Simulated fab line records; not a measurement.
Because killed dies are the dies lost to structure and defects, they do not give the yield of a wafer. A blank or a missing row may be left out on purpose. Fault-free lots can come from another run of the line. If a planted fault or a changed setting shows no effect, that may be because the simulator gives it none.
The tool behind it: which one? ; flow n5-finfet ; 26 wafers from 9 lots sampled at 5 of the route's 1938 steps

WHAT THE GAUGES READ, wafer by wafer
N5_BEOL_M4_RC_MEAS_101. Usual: DIBL_N 36.9 mV/V, standard deviation 1.6; DIBL_P 37.1 mV/V, standard deviation 2; IOFF_N 0.17 nA/um, standard deviation 0.032; IOFF_P 0.22 nA/um, standard deviation 0.036; ION_N 674 uA/um, standard deviation 12; ION_P 463 uA/um, standard deviation 7.8; SS_N 71.7 mV/dec, standard deviation 0.63; SS_P 73.5 mV/dec, standard deviation 0.62; VT_N 249 mV, standard deviation 3.3; VT_P -250 mV, standard deviation 3.5.
lot;measured;on;DIBL_N (mV/V);DIBL_P (mV/V);IOFF_N (nA/um);IOFF_P (nA/um);ION_N (uA/um);ION_P (uA/um);SS_N (mV/dec);SS_P (mV/dec);VT_N (mV);VT_P (mV);flag
L683;day 8 11:50;prober-01;36.2 38.1;35.7 38.2;0.16 0.20;0.21 0.25;685 693;463 468;72.0 72.9;73.2 74.0;248 245;-251 -246;
L684;day 8 20:54;prober-02;36.8 36.7 37.8;37.8 36.2 37.1;0.15 0.15 0.17;0.27 0.24 0.25;664 649 666;466 462 466;71.3 71.9 71.1;73.3 73.0 73.1;252 251 249;-245 -247 -244;
L691;day 10 20:43;prober-01;35.6 35.7 34.7;37.6 37.9 36.8;0.16 0.16 0.14;0.21 0.22 0.20;676 674 659;466 458 459;71.0 71.9 71.3;73.9 73.2 72.9;250 250 254;-249 -252 -252;
L695;day 11 09:43;prober-01;33.2 34.9 34.9;33.8 38.0 36.9;0.11 0.13 0.14;0.13 0.19 0.17;658 650 664;451 451 457;71.9 71.8 71.5;72.2 72.7 72.2;258 258 252;-257 -253 -254;
L699;day 12 11:32;prober-01;36.4 36.5 36.6;39.1 37.9 37.2;0.17 0.18 0.16;0.25 0.23 0.21;680 679 676;473 461 460;72.1 71.7 71.1;74.0 74.3 74.2;253 249 254;-248 -249 -254;
L701;day 12 16:11;prober-01;36.1 39.8 37.8;35.9 38.9 37.5;0.16 0.24 0.20;0.25 0.30 0.28;672 697 695;468 479 473;71.8 72.4 71.5;73.7 74.4 73.8;247 243 245;-246 -243 -244;
L702;day 12 16:58;prober-01;36.1 41.5 36.2;33.3 40.4 33.7;0.14 0.26 0.14;0.20 0.34 0.20;668 700 674;458 481 465;70.9 71.9 71.4;72.6 74.8 72.5;251 243 251;-249 -241 -247;
L703;day 13 10:24;prober-02;38.9 36.9 35.1;36.3 34.8 33.3;0.19 0.15 0.13;0.25 0.23 0.20;672 674 666;465 463 462;73.1 71.7 71.1;74.1 74.1 73.0;250 251 253;-247 -249 -250;
L706;day 13 22:05;prober-01;36.4 37.4 34.4;37.4 38.7 35.7;0.16 0.17 0.12;0.24 0.25 0.21;676 677 664;469 467 467;71.2 70.5 71.0;73.3 73.9 72.7;247 249 255;-245 -247 -249;

EACH LOT AND THE TOOL THAT RAN IT (in order: tool; ch and the chambers of the sampled wafers; start)
lot;N5_BEOL_M1_ALD_98;N5_BEOL_M1_ETCH_70;N5_BEOL_M1_VIA_ETCH_34;N5_BEOL_M1_STRIP_36
L683;ald-sin-03 ch 2,3, day 6 07:41;rie-diel-04 ch 0,2, day 6 13:22;rie-diel-04 ch 0,2, day 6 13:28;rie-diel-04 ch 0,2, day 6 13:32
L684;ald-sin-01 ch 0,1, day 6 12:10;rie-diel-02 ch 1,3, day 6 13:26;rie-diel-02 ch 1,3, day 6 13:32;rie-diel-02 ch 1,3, day 6 13:36
L691;ald-sin-01 ch 0,2,3, day 8 07:33;rie-diel-04 ch 1,2,3, day 8 08:02;rie-diel-04 ch 1,2,3, day 8 08:08;rie-diel-04 ch 1,2,3, day 8 08:11
L695;ald-sin-01 ch 0,2, day 9 11:31;rie-diel-02 ch 0,1, day 9 15:35;rie-diel-02 ch 0,1, day 9 15:41;rie-diel-02 ch 0,1, day 9 15:45
L699;ald-sin-01 ch 2,3, day 10 00:54;rie-diel-04 ch 1,2, day 10 11:27;rie-diel-04 ch 1,2, day 10 11:33;rie-diel-04 ch 1,2, day 10 11:37
L701;ald-sin-04 ch 0,1,2, day 10 18:26;rie-diel-06 ch 0,2,3, day 10 19:59;rie-diel-06 ch 0,2,3, day 10 20:05;rie-diel-06 ch 0,2,3, day 10 20:08
L702;ald-sin-04 ch 0,1,3, day 10 22:20;rie-diel-02 ch 0,2,3, day 11 01:22;rie-diel-02 ch 0,2,3, day 11 01:28;rie-diel-02 ch 0,2,3, day 11 01:32
L703;ald-sin-03 ch 0,1,2, day 11 07:34;rie-diel-06 ch 0,1, day 11 18:26;rie-diel-06 ch 0,1, day 11 18:32;rie-diel-06 ch 0,1, day 11 18:35
L706;ald-sin-04 ch 1,2,3, day 12 00:11;rie-diel-02 ch 0,1,2, day 12 03:07;rie-diel-02 ch 0,1,2, day 12 03:13;rie-diel-02 ch 0,1,2, day 12 03:17
- N5_BEOL_M1_ALD_98: deposits SiO2, target thk 2.5 nm, pulse time 1 s, co reactant pulse time 1 s.
- N5_BEOL_M1_ETCH_70: etches SOC in N2/H2, target depth 80 nm, overetch 16 nm, time 120 s.
- N5_BEOL_M1_VIA_ETCH_34: etches the open film in C4F6/O2, target depth 67.8 nm, time 64.4 s.
- N5_BEOL_M1_STRIP_36: strips in N2/H2.

AS READ BY THE TOOLS THEMSELVES (means over the sampled wafers that have a number; for cases with no such wafer, the mark the record gives instead)
N5_BEOL_M1_ALD_98. Usual: heater-power-w 78 W, standard deviation 9.3; precursor-pulse-height-rel 0.999, standard deviation 0.021; susceptor-temp-C 100.00 C, standard deviation 0.14.
lot;tool;heater-power-w (W);precursor-pulse-height-rel;susceptor-temp-C (C);flag
L683;ald-sin-03;76;1.001;99.83;
L684;ald-sin-01;87;1.008;99.90;
L691;ald-sin-01;73;1.009;99.93;
L695;ald-sin-01;59;0.995;92.56;OFF
L699;ald-sin-01;55;0.982;92.73;OFF
L701;ald-sin-04;81;1.028;99.93;
L702;ald-sin-04;77;0.992;100.12;
L703;ald-sin-03;81;1.005;99.98;
L706;ald-sin-04;83;1.001;100.07;

N5_BEOL_M1_ETCH_70. Usual: drypump-motor-current-A 5.5 A, standard deviation 0.42; oes-product-au 0.61 a.u., standard deviation 0.071; rf-fwd-power-W 834.5 W, standard deviation 2.8; rf-vpp-V 524.5 V, standard deviation 2.7; showerhead-plenum-p-Torr 2.57 Torr, standard deviation 0.095; throttle-valve-pct 17.8 %, standard deviation 0.31.
lot;tool;drypump-motor-current-A (A);oes-product-au (a.u.);rf-fwd-power-W (W);rf-vpp-V (V);showerhead-plenum-p-Torr (Torr);throttle-valve-pct (%);flag
L683;rie-diel-04;5.4;0.71;832.1;526.0;2.60;17.5;
L684;rie-diel-02;6.0;0.53;835.3;521.7;2.46;17.7;
L691;rie-diel-04;5.5;0.60;836.2;524.4;2.59;17.9;
L695;rie-diel-02;5.9;0.64;834.0;525.7;2.59;17.5;
L699;rie-diel-04;5.3;0.59;836.7;523.5;2.56;17.9;
L701;rie-diel-06;4.8;0.60;838.0;525.5;2.58;18.0;
L702;rie-diel-02;5.7;0.64;837.1;525.5;2.65;17.9;
L703;rie-diel-06;5.5;0.62;836.1;521.5;2.44;17.7;
L706;rie-diel-02;5.8;0.64;834.0;527.2;2.67;17.6;

N5_BEOL_M1_VIA_ETCH_34. Usual: drypump-motor-current-A 5.5 A, standard deviation 0.43; oes-product-au 0.80 a.u., standard deviation 0.1; rf-fwd-power-W 346.6 W, standard deviation 1.4; rf-vpp-V 667 V, standard deviation 15; showerhead-plenum-p-Torr 2.87 Torr, standard deviation 0.097; throttle-valve-pct 30.7 %, standard deviation 0.33.
lot;tool;drypump-motor-current-A (A);oes-product-au (a.u.);rf-fwd-power-W (W);rf-vpp-V (V);showerhead-plenum-p-Torr (Torr);throttle-valve-pct (%);flag
L683;rie-diel-04;5.3;0.94;345.2;670;2.90;30.4;
L684;rie-diel-02;6.0;0.70;346.1;673;2.78;30.7;
L691;rie-diel-04;5.5;0.78;345.8;671;2.88;30.8;
L695;rie-diel-02;5.9;0.84;345.7;668;2.89;30.4;
L699;rie-diel-04;5.3;0.78;347.7;661;2.83;30.5;
L701;rie-diel-06;4.8;0.77;346.9;671;2.87;30.9;
L702;rie-diel-02;5.7;0.84;347.5;674;2.94;30.8;
L703;rie-diel-06;5.5;0.82;345.8;641;2.75;30.8;
L706;rie-diel-02;5.8;0.84;346.7;677;2.99;30.6;

N5_BEOL_M1_STRIP_36. Usual: drypump-motor-current-A 5.5 A, standard deviation 0.43; oes-product-au 0.80 a.u., standard deviation 0.1; rf-vpp-V 59.3 V, standard deviation 1.5; showerhead-plenum-p-Torr 2.56 Torr, standard deviation 0.095; throttle-valve-pct 23.6 %, standard deviation 0.42.
lot;tool;drypump-motor-current-A (A);oes-product-au (a.u.);rf-vpp-V (V);showerhead-plenum-p-Torr (Torr);throttle-valve-pct (%);flag
L683;rie-diel-04;5.4;0.93;59.4;2.59;23.4;
L684;rie-diel-02;6.0;0.69;58.8;2.46;23.3;
L691;rie-diel-04;5.5;0.78;59.8;2.58;23.9;
L695;rie-diel-02;5.9;0.84;60.3;2.59;23.3;
L699;rie-diel-04;5.3;0.79;58.3;2.55;23.9;
L701;rie-diel-06;4.8;0.77;58.3;2.58;23.8;
L702;rie-diel-02;5.8;0.84;58.4;2.64;23.8;
L703;rie-diel-06;5.5;0.82;57.6;2.44;23.3;
L706;rie-diel-02;5.8;0.83;60.4;2.66;23.3;

THE ANSWER, worked out from the rows above alone
Rule: lot off if the mean of its wafers having a number is beyond 3 standard deviations from the usual mean. A lot without any number at a reading at which 4 lots or more have one is off too. Where the step has rows for the other lots, those lots are counted as sound. After the gauges, taken in route order, come the tools' own readings; for these a lot's mean is taken, as printed above. At the first step where some lot is off, the reading lying furthest off is the one used; lots without a number count as furthest.
Off: L695, L699 (N5_BEOL_M1_ALD_98, susceptor-temp-C).
If a tool, at that step or one of the process steps before it, ran each lot that is off and ran no sound lot following the first of them, it fits. One candidate fits, namely ald-sin-01 at N5_BEOL_M1_ALD_98. A fault onset in the window from L691 (day 8 07:33, its last sound lot) to L695 (day 9 11:31, its first lot off) fits.
The tool's own readings at N5_BEOL_M1_ALD_98 bear it out: on the lots that are off they differ by more than 5 times the standard deviation of the sound lots' means. heater-power-w reads 57 W there against 80 W on the sound lots; susceptor-temp-C reads 92.65 C there against 99.97 C on the sound lots.

WHAT HAD BEEN PUT IN BY THE SIMULATOR
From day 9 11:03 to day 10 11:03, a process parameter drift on ald-sin-01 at N5_BEOL_M1_ALD_98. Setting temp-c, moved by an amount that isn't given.
Shown lots that were struck: L695, L699. The rule given above showed the same thing.
